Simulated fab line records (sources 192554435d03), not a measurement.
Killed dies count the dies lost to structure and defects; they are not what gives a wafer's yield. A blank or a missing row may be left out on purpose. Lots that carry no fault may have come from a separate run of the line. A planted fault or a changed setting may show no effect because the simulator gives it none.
Which tool did it?    flow n5_finfet    12 lots, 30 wafers sampled, at 5 steps of a route of 1938

## WHAT THE GAUGES SHOWED, per wafer
N5_HKMG_FIN_CD_MEAS_49: the cd target is 202 nm. Usual: cd_nm at 202.5 nm, with a standard deviation of 0.7.
lot   measured     on         cd_nm (nm)         flag
L180  day 4 00:25  cd_sem-01  202.6 202.8        
L181  day 4 04:43  cd_sem-01  203.1 202.4 202.4  
L182  day 4 10:02  cd_sem-02  202.1 201.8        
L183  day 4 18:43  cd_sem-02  202.7 203.1 202.9  
L184  day 5 02:01  cd_sem-03  203.3 204.5 202.8  
L188  day 5 21:28  cd_sem-02  202.8 201.8        
L194  day 7 12:00  cd_sem-01  202.9 203.1        
L198  day 8 11:17  cd_sem-01  201.8 202.4        
L199  day 8 18:29  cd_sem-02  201.9 201.5 201.1  
L200  day 8 23:02  cd_sem-02  202.5 202.4 202.4  
L201  day 9 04:31  cd_sem-02  201.3 201.0        
L202  day 9 11:37  cd_sem-03  202.2 202.4 202.1  

N5_BEOL_M4_RC_MEAS_101. Usual: DIBL_N 36.3 mV/V, standard deviation 1.6; DIBL_P 36.2 mV/V, standard deviation 2.1; IOFF_N 0.16 nA/um, standard deviation 0.031; IOFF_P 0.21 nA/um, standard deviation 0.034; ION_N 673 uA/um, standard deviation 11; ION_P 461 uA/um, standard deviation 7.4; SS_N 71.6 mV/dec, standard deviation 0.55; SS_P 73.3 mV/dec, standard deviation 0.66; VT_N 251 mV, standard deviation 3.2; VT_P -251 mV, standard deviation 3.5.
lot   measured      on         DIBL_N (mV/V)   DIBL_P (mV/V)   IOFF_N (nA/um)  IOFF_P (nA/um)  ION_N (uA/um)  ION_P (uA/um)  SS_N (mV/dec)   SS_P (mV/dec)   VT_N (mV)    VT_P (mV)       flag
L180  day 7 13:00   prober-02  36.6 34.4       35.7 33.3       0.16 0.13       0.23 0.19       678 683        469 473        72.4 71.6       73.7 73.3       250 252      -252 -250       
L181  day 7 15:59   prober-02  36.3 36.8 38.4  36.0 36.5 37.9  0.14 0.14 0.17  0.21 0.21 0.25  683 665 676    471 462 464    71.0 71.5 71.2  73.8 73.4 74.0  254 253 250  -254 -253 -251  
L182  day 7 19:15   prober-02  33.4 35.0       33.4 36.1       0.12 0.15       0.15 0.20       664 661        452 453        70.8 71.6       72.9 73.3       258 249      -254 -251       
L183  day 8 12:02   prober-01  37.1 34.0 35.2  37.1 33.1 35.2  0.18 0.12 0.15  0.21 0.16 0.18  673 648 679    458 447 456    72.1 71.8 72.0  74.2 72.7 73.1  248 254 250  -250 -255 -254  
L184  day 8 17:03   prober-02  36.0 38.8 38.9  35.8 39.2 39.4  0.14 0.20 0.19  0.22 0.28 0.28  661 679 675    460 467 473    72.0 71.9 72.2  73.4 74.3 74.7  255 249 248  -250 -244 -244  
L188  day 9 17:47   prober-01  34.9 35.7       32.9 33.0       0.12 0.14       0.18 0.19       653 677        457 462        71.0 70.8       73.2 72.8       255 251      -252 -253       
L194  day 11 05:43  prober-01  36.4 38.9       38.2 40.0       0.18 0.22       0.25 0.27       687 682        474 466        71.8 72.6       73.9 74.5       246 246      -248 -250       
L198  day 11 22:08  prober-01  36.9 38.1       36.0 37.4       0.15 0.19       0.19 0.23       668 676        460 464        72.2 72.0       73.6 73.1       250 250      -255 -248       
L199  day 12 04:56  prober-01  36.5 36.2 35.5  37.0 36.8 34.7  0.16 0.15 0.13  0.20 0.20 0.17  669 665 661    462 460 452    72.3 71.2 71.5  73.6 73.7 73.0  251 251 256  -249 -251 -253  
L200  day 12 09:29  prober-01  36.9 33.8 36.6  37.1 33.7 37.1  0.16 0.11 0.16  0.18 0.13 0.17  670 662 682    454 446 459    71.6 70.9 71.5  73.1 72.7 73.2  251 256 249  -258 -262 -258  
L201  day 12 17:08  prober-01  36.8 38.1       35.2 37.4       0.15 0.17       0.19 0.21       667 689        454 464        71.3 71.6       73.0 74.0       253 246      -254 -253       
L202  day 13 07:39  prober-01  34.2 37.2 36.9  32.7 37.0 36.4  0.10 0.15 0.14  0.14 0.19 0.19  656 667 666    455 456 463    70.4 71.2 71.6  71.8 72.6 72.9  257 251 252  -254 -253 -255  

## WHAT TOOL EACH LOT RAN ON (gives the tool, then ch and the chambers of the sampled wafers, and finally the start)
lot   N5_HKMG_FIN_ALD_75               N5_HKMG_FIN_ALD_79                  N5_HKMG_FIN_PWFM_ALD_03
L180  ald_hk-01 ch 2,3, day 3 23:57    ald_metal-03 ch 0,1, day 4 01:53    ald_metal-01 ch 1,2, day 4 03:08
L181  ald_hk-01 ch 0,1, day 4 04:14    ald_metal-03 ch 1,2, day 4 06:10    ald_metal-03 ch 0,1,2, day 4 07:17
L182  ald_hk-03 ch 1,3, day 4 09:34    ald_metal-04 ch 2,3, day 4 11:29    ald_metal-01 ch 0,3, day 4 12:46
L183  ald_hk-02 ch 2,3, day 4 18:22    ald_metal-03 ch 1,2, day 4 20:10    ald_metal-04 ch 0,2, day 4 21:28
L184  ald_hk-02 ch 2,3, day 5 01:32    ald_metal-03 ch 1,2,3, day 5 03:43  ald_metal-01 ch 0,1,2, day 5 04:50
L188  ald_hk-03 ch 0,1, day 5 21:00    ald_metal-01 ch 1,2, day 5 23:09    ald_metal-01 ch 0,2, day 6 00:14
L194  ald_hk-01 ch 0,3, day 7 11:32    ald_metal-03 ch 0,3, day 7 13:49    ald_metal-04 ch 1,3, day 7 14:53
L198  ald_hk-03 ch 3, day 8 10:56      ald_metal-03 ch 2, day 8 12:44      ald_metal-01 ch 1,2, day 8 14:07
L199  ald_hk-01 ch 0,3, day 8 18:02    ald_metal-04 ch 0,1,2, day 8 19:58  ald_metal-03 ch 0,3, day 8 21:02
L200  ald_hk-03 ch 0,2,3, day 8 22:34  ald_metal-01 ch 0,1,3, day 9 00:43  ald_metal-01 ch 0,2, day 9 01:49
L201  ald_hk-02 ch 0,2, day 9 04:03    ald_metal-04 ch 0,1, day 9 06:00    ald_metal-01 ch 2,3, day 9 07:04
L202  ald_hk-02 ch 0,2,3, day 9 11:08  ald_metal-01 ch 0,2,3, day 9 13:04  ald_metal-03 ch 1,3, day 9 14:16
- N5_HKMG_FIN_ALD_75: deposits Al2O3, target thk 1 nm, co reactant pulse time 1 s.
- N5_HKMG_FIN_ALD_79: deposits TiN, target thk 1.5 nm, pulse time 1 s, purge time 3 s.
- N5_HKMG_FIN_PWFM_ALD_03: deposits TiN, target thk 2 nm, pulse time 1 s, purge time 3 s.

## AS READ BY THE TOOLS THEMSELVES (means over the sampled wafers that have a number; for cases with no such wafer, the mark the record gives instead)
N5_HKMG_FIN_ALD_75. Usual: heater_power_w 151 W, standard deviation 15; precursor_pulse_height_rel 1.001, standard deviation 0.021.
lot   tool       heater_power_w (W)  precursor_pulse_height_rel  flag
L180  ald_hk-01  150                 0.994                       
L181  ald_hk-01  146                 1.007                       
L182  ald_hk-03  167                 0.999                       
L183  ald_hk-02  162                 0.986                       
L184  ald_hk-02  163                 1.012                       
L188  ald_hk-03  138                 1.007                       
L194  ald_hk-01  150                 0.972                       
L198  ald_hk-03  190                 1.010                       
L199  ald_hk-01  153                 0.996                       
L200  ald_hk-03  158                 1.008                       
L201  ald_hk-02  158                 0.977                       
L202  ald_hk-02  156                 0.998                       

N5_HKMG_FIN_ALD_79. Usual: heater_power_w 881 W, standard deviation 68; precursor_pulse_height_rel 0.999, standard deviation 0.021.
lot   tool          heater_power_w (W)  precursor_pulse_height_rel  flag
L180  ald_metal-03  930                 0.996                       
L181  ald_metal-03  896                 0.997                       
L182  ald_metal-04  808                 1.010                       
L183  ald_metal-03  924                 0.997                       
L184  ald_metal-03  877                 0.995                       
L188  ald_metal-01  984                 1.012                       
L194  ald_metal-03  886                 1.010                       
L198  ald_metal-03  851                 1.010                       
L199  ald_metal-04  836                 0.990                       
L200  ald_metal-01  933                 0.990                       
L201  ald_metal-04  811                 0.990                       
L202  ald_metal-01  919                 0.972                       

N5_HKMG_FIN_PWFM_ALD_03. Usual: heater_power_w 901 W, standard deviation 70; precursor_pulse_height_rel 1.001, standard deviation 0.02.
lot   tool          heater_power_w (W)  precursor_pulse_height_rel  flag
L180  ald_metal-01  966                 0.990                       
L181  ald_metal-03  927                 1.016                       
L182  ald_metal-01  902                 1.018                       
L183  ald_metal-04  812                 0.977                       
L184  ald_metal-01  955                 1.020                       
L188  ald_metal-01  941                 0.982                       
L194  ald_metal-04  806                 0.997                       
L198  ald_metal-01  974                 1.039                       
L199  ald_metal-03  875                 0.982                       
L200  ald_metal-01  920                 1.020                       
L201  ald_metal-01  938                 0.987                       
L202  ald_metal-03  906                 0.992                       

## THE ANSWER, worked out from the rows above alone
Rule: lot off if the mean of its wafers having a number is beyond 3 standard deviations from the usual mean. Also off: a lot with no number at a reading for which 4 or more lots have one. Where the step has rows for the other lots, those lots are counted as sound. The gauges are gone through in route order, then the tools' own readings, and for those a lot's mean is taken as printed above. The first step at which some lot is off is used, and at that step the reading that is off furthest; a lot without a number counts as furthest.
Across all readings shown, no lot is off: no conclusion can be drawn from this.

## WHAT WAS PUT IN BY THE SIMULATOR
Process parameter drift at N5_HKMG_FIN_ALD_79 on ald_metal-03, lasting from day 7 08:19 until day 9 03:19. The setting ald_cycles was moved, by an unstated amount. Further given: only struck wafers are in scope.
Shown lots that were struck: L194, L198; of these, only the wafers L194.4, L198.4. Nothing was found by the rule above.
